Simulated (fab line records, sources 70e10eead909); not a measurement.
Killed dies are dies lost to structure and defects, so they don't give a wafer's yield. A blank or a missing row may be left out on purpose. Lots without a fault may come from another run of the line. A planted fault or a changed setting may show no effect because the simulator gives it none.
fab line records | flow nand_harc
record lots=12 wafers=36 last_day=33
route steps=1302 shown A_BONDPAD@1232 HYBRID_BOND@1243 THIN_TSV@1246
lots that met no fault: from a run of the same line without faults
start_h: hours from the record's first day to the start of the lot's first wafer shown | wait_h: hours since the lot's step before | " the same as in the row above | L1.1+2: a row that stands for several wafers | - no value, or no start given | * or withheld: withheld | < > ~ a bound
route shown NAME@n: a module of which the file shows steps, and the number in the route of the first | usual: mean/standard deviation of fault-free wafers | same: alike in all rows | chamber/n: place in a boat | sites: the reading at each site | _std_site: their standard deviation | _edge_site: outer sites' mean less inner sites' | radius_mm: how far each site lies from the wafer's centre | mask NAME#n: copy n | behind: the tool/chamber that last shaped the wafer | hold: why the lot was held/for how many hours/how that ended | device: the transistor (n, p or np) that didn't switch | end of line: the same wafers' tests at the end of the route | a step without rows: its recipe alone | killed: dies lost to structure and defects at the first sort, not the wafer's yield | map: a wafer's dies, x killed, . not, _ none there
set.NAME: the setting as run; set.NAME@STEP: as run at that earlier step | model.NAME: the simulator's own value behind a step, which no gauge read
steps of the route over a sample of lots; a table a step, a row a wafer
services: from which hour (start_h, from the record's first day; less than 0 if before it) a tool's chamber was out of use, for how many hours, and why
## steps
# step NHARC_A_BONDPAD_THK_MEAS_20
# recipe thk_meas_gauge=xrf
# usual thk_nm=170.0/1.6
# columns lot.wafer tool chamber start_h wait_h thk_nm
L444.1 film_metro-02 - 544.56 - 170.3
L444.2 " - " " 171.6
L444.5 " - " " 171.4
L448.1 film_metro-01 - 558.10 - 170.4
L448.2 " - " " 169.9
L448.6 " - " " 171.4
L446.2 film_metro-02 - 560.32 - 169.3
L446.3 " - " " 168.0
L446.4 " - " " 170.9
L447.1 film_metro-02 - 568.84 - 172.1
L447.2 " - " " 172.0
L447.3 " - " " 172.5
L450.1 film_metro-01 - 605.78 - 170.3
L450.2 " - " " 171.3
L450.4 " - " " 169.9
L451.1 film_metro-02 - 608.09 - 169.6
L451.3 " - " " 169.7
L451.5 " - " " 169.1
L452.2 film_metro-01 - 623.02 - 166.8
L452.4 " - " " 170.2
L452.5 " - " " 171.1
L453.1 film_metro-02 - 629.47 - 167.6
L453.2 " - " " 168.0
L453.4 " - " " 168.8
L455.1 film_metro-01 - 662.33 - 170.4
L455.2 " - " " 169.5
L455.5 " - " " 169.5
L462.1 film_metro-02 - 706.66 - 170.2
L462.4 " - " " 169.7
L462.6 " - " " 169.8
L465.3 film_metro-01 - 739.93 - 169.0
L465.4 " - " " 169.7
L465.5 " - " " 171.1
L467.3 film_metro-02 - 754.79 - 170.7
L467.4 " - " " 171.4
L467.6 " - " " 172.5
# step NHARC_HYBRID_BOND_INSPECT_06
# recipe inspect_instrument=ir_void
# usual raw_defect_count=87/36
# columns lot.wafer tool chamber start_h wait_h raw_defect_count
L444.1 defect_inspect-02 - 556.22 0.1 20
L444.2 " - " " 26
L444.5 " - " " 33
L448.1 defect_inspect-02 - 568.05 0.0 99
L448.2 " - " " 113
L448.6 " - " " 107
L446.2 defect_inspect-01 - 568.06 0.1 28
L446.3 " - " " 27
L446.4 " - " " 35
L447.1 defect_inspect-02 - 582.17 0.0 62
L447.2 " - " " 64
L447.3 " - " " 77
L450.1 defect_inspect-01 - 615.56 0.0 72
L450.2 " - " " 79
L450.4 " - " " 90
L451.1 defect_inspect-02 - 615.56 0.0 110
L451.3 " - " " 119
L451.5 " - " " 120
L452.2 defect_inspect-01 - 632.76 0.1 144
L452.4 " - " " 182
L452.5 " - " " 167
L453.1 defect_inspect-02 - 641.82 0.0 89
L453.2 " - " " 85
L453.4 " - " " 73
L455.1 defect_inspect-01 - 672.79 0.0 27
L455.2 " - " " 22
L455.5 " - " " 24
L462.1 defect_inspect-02 - 716.81 0.0 66
L462.4 " - " " 61
L462.6 " - " " 59
L465.3 defect_inspect-01 - 752.98 0.1 146
L465.4 " - " " 157
L465.5 " - " " 128
L467.3 defect_inspect-01 - 766.66 0.1 53
L467.4 " - " " 39
L467.6 " - " " 50
# step NHARC_THIN_TSV_THK_MEAS_02
# recipe thk_meas_gauge=ir
# usual thk_nm=3032/260
# columns lot.wafer tool chamber start_h wait_h thk_nm
L444.1 film_metro-01 - 559.05 - 3099
L444.2 " - " " 3088
L444.5 " - " " 2943
L448.1 film_metro-02 - 570.11 - 3251
L448.2 " - " " 2989
L448.6 " - " " 3457
L446.2 film_metro-01 - 571.69 - 3119
L446.3 " - " " 2921
L446.4 " - " " 3285
L447.1 film_metro-01 - 583.82 - 3068
L447.2 " - " " 2851
L447.3 " - " " 2691
L451.1 film_metro-01 - 617.27 0.2 3271
L451.3 " - " " 3183
L451.5 " - " " 2754
L450.1 film_metro-02 - 618.40 0.2 3173
L450.2 " - " " 3273
L450.4 " - " " 2987
L452.2 film_metro-02 - 634.43 - 2647
L452.4 " - " " 3041
L452.5 " - " " 2713
L453.1 film_metro-01 - 643.47 - 2877
L453.2 " - " " 2810
L453.4 " - " " 2625
L455.1 film_metro-01 - 675.66 - 3042
L455.2 " - " " 3209
L455.5 " - " " 3160
L462.1 film_metro-02 - 719.67 - 2751
L462.4 " - " " 2818
L462.6 " - " " 3325
L465.3 film_metro-02 - 754.60 0.2 3037
L465.4 " - " " 2664
L465.5 " - " " 2887
L467.3 film_metro-02 - 769.51 - 3524
L467.4 " - " " 3415
L467.6 " - " " 3348
# step NHARC_THIN_TSV_ETCH_44
# recipe target_depth_a=15942 time_s=797.1 cf4_flow_sccm=150 o2_flow_sccm=10 ar_flow_sccm=0 rf_w=300 bias_w=800 chemistry=CF4/O2
# usual drypump_motor_current_A=5.7/0.65 oes_product_au=0.999/0.0098 rf_fwd_power_W=299.8/0.95 rf_vpp_V=794/5.6 showerhead_plenum_p_Torr=1.83/0.089 throttle_valve_pct=16.915/0.0096
# columns lot.wafer tool chamber start_h wait_h drypump_motor_current_A oes_product_au rf_fwd_power_W rf_hours_counter_h rf_vpp_V showerhead_plenum_p_Torr throttle_valve_pct
L444.1 rie_diel-06 1 560.29 0.1 6.2 0.999 300.0 5 785 1.71 16.907
L444.2 " 2 " " 6.0 1.014 301.2 5 792 1.80 16.930
L444.5 " 0 " " 6.8 1.004 300.8 - 791 1.76 16.926
L448.1 rie_diel-06 0 571.34 0.1 6.8 0.988 299.0 6 789 1.75 16.903
L448.2 " 3 " " 4.9 1.008 298.8 5 788 1.72 16.919
L448.6 " 3 " " 4.9 1.003 298.2 - 786 1.72 16.904
L446.3 rie_diel-01 0 573.13 0.1 4.8 0.989 298.3 0 788 1.75 16.898
L446.2 " 2 " " 5.9 0.990 298.1 0 803 1.96 16.928
L446.4 " 0 " " 4.8 0.990 299.7 - 789 1.75 16.919
L447.2 rie_diel-06 0 585.13 0.1 6.8 0.992 300.0 7 790 1.76 16.920
L447.1 " 1 " " 6.2 0.990 298.5 6 786 1.71 16.921
L447.3 " 2 " " 6.0 1.016 300.9 7 791 1.80 16.908
L451.3 rie_diel-06 0 618.63 0.1 6.8 0.998 298.1 8 790 1.75 16.905
L451.1 " 1 " " 6.2 0.993 300.2 8 786 1.71 16.914
L451.5 " 0 " " 6.8 1.004 298.5 - 790 1.75 16.912
L450.4 rie_diel-01 1 619.63 0.1 5.1 0.997 299.4 1 802 1.95 16.920
L450.2 " 2 " " 5.9 1.005 302.1 4 800 1.95 16.924
L450.1 " 3 " " 4.8 1.013 299.1 4 796 1.86 16.889
L452.4 rie_diel-05 0 635.92 0.1 6.0 0.997 300.2 1 794 1.84 16.921
L452.2 " 2 " " 6.3 1.011 300.6 1 798 1.90 16.916
L452.5 " 0 " " 6.0 0.991 300.4 - 795 1.84 16.931
L453.4 rie_diel-01 3 644.83 0.1 4.8 1.000 299.4 5 796 1.86 16.912
L453.1 " 0 " " 4.8 0.989 298.9 6 789 1.75 16.898
L453.2 " 1 " " 5.1 0.993 299.6 3 802 1.95 16.913
L455.1 rie_diel-06 0 676.96 0.2 6.8 0.996 297.3 0 790 1.75 16.921
L455.2 " 1 " " 6.2 0.993 299.4 0 786 1.71 16.918
L455.5 " 3 " " 4.9 0.982 300.0 - 787 1.72 16.930
L462.4 rie_diel-01 0 720.97 0.1 4.8 1.246 421.0 12 790 1.75 16.921
L462.1 " 1 " " 5.1 0.996 299.4 9 801 1.95 16.933
L462.6 " 1 " " 5.1 0.989 299.0 - 802 1.95 16.910
L465.4 rie_diel-05 0 755.78 0.1 6.0 0.993 298.9 6 794 1.84 16.914
L465.3 " 3 " " 6.1 1.004 299.5 7 799 1.89 16.925
L465.5 " 1 " " 6.0 0.998 298.6 - 790 1.77 16.911
L467.3 rie_diel-05 1 770.74 0.1 6.0 0.988 299.0 0 791 1.77 16.924
L467.4 " 2 " " 6.4 1.018 299.1 0 797 1.90 16.925
L467.6 " 0 " " 6.0 0.992 299.9 - 794 1.84 16.910
# step NHARC_THIN_TSV_CD_MEAS_16
# usual cd_nm=999.2/1.7
# columns lot.wafer tool chamber start_h wait_h cd_nm
L444.1 cd_sem-01 - 560.95 0.1 1000.1
L444.2 " - " " 999.3
L444.5 " - " " 1002.3
L448.1 cd_sem-03 - 572.16 0.1 1001.3
L448.2 " - " " 1000.5
L448.6 " - " " 999.7
L446.2 cd_sem-02 - 573.89 0.1 997.5
L446.3 " - " " 998.4
L446.4 " - " " 999.1
L447.1 cd_sem-01 - 585.96 0.1 1000.2
L447.2 " - " " 998.7
L447.3 " - " " 1000.1
L451.1 cd_sem-02 - 619.28 0.1 996.5
L451.3 " - " " 998.5
L451.5 " - " " 998.4
L450.1 cd_sem-02 - 620.29 0.1 1002.0
L450.2 " - " " 999.3
L450.4 " - " " 997.2
L452.2 cd_sem-03 - 636.58 0.1 997.6
L452.4 " - " " 1000.2
L452.5 " - " " 999.7
L453.1 cd_sem-02 - 645.49 0.1 1001.3
L453.2 " - " " 1000.7
L453.4 " - " " 1000.6
L455.1 cd_sem-01 - 677.56 0.1 997.2
L455.2 " - " " 1000.6
L455.5 " - " " 1000.8
L462.1 cd_sem-02 - 721.70 0.1 999.0
L462.4 " - " " 992.8
L462.6 " - " " 997.4
L465.3 cd_sem-02 - 756.50 0.1 996.5
L465.4 " - " " 997.4
L465.5 " - " " 997.5
L467.3 cd_sem-03 - 771.41 0.1 996.5
L467.4 " - " " 996.8
L467.6 " - " " 998.6
## services
# columns tool chamber start_h hours kind
rie_diel-01 1 539.59 66.8 repair
rie_diel-06 0 542.20 - clean
rie_diel-06 1 542.20 - clean
rie_diel-06 2 542.20 - clean
rie_diel-06 3 542.20 - clean
rie_diel-01 - 557.80 9.0 pm
rie_diel-06 0 566.70 - clean
rie_diel-06 1 566.70 - clean
rie_diel-06 2 566.70 - clean
rie_diel-06 3 566.70 - clean
rie_diel-06 1 568.69 5.0 repair
rie_diel-01 - 572.00 0.5 repair
rie_diel-01 2 578.11 3.1 repair
rie_diel-06 3 581.97 6.5 repair
rie_diel-05 - 583.60 9.0 pm
rie_diel-06 0 591.20 - clean
rie_diel-06 1 591.20 - clean
rie_diel-06 2 591.20 - clean
rie_diel-06 - 644.38 0.6 repair
rie_diel-06 - 661.20 9.0 pm
rie_diel-01 3 663.38 3.8 repair
rie_diel-01 2 667.99 6.2 repair
rie_diel-01 - 734.80 9.0 pm
rie_diel-05 - 760.60 9.0 pm
## key
first_sign step=NHARC_THIN_TSV_ETCH_44 reading=rf_fwd_power_W direction=up sigmas=99+ usual=* struck=*
effect step=NHARC_THIN_TSV_ETCH_44 reading=oes_product_au direction=up sigmas=25 usual=0.999 struck=1.246
effect step=NHARC_THIN_TSV_CD_MEAS_16 reading=cd_nm direction=down sigmas=3.8 usual=999.2 struck=992.8
met_at NHARC_THIN_TSV_ETCH_44
struck_lots L462
struck_wafers L462.4
not_acting_at NHARC_A_BONDPAD_THK_MEAS_20,NHARC_HYBRID_BOND_INSPECT_06,NHARC_THIN_TSV_THK_MEAS_02
onset_between 644.83 720.97
fault kind=process_parameter_drift tool=rie_diel-01 chamber=0 onset_h=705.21 steps=NHARC_THIN_TSV_ETCH_44 channel=rf_w offset=* shape=step end_h=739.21 acts_in=* stated=*
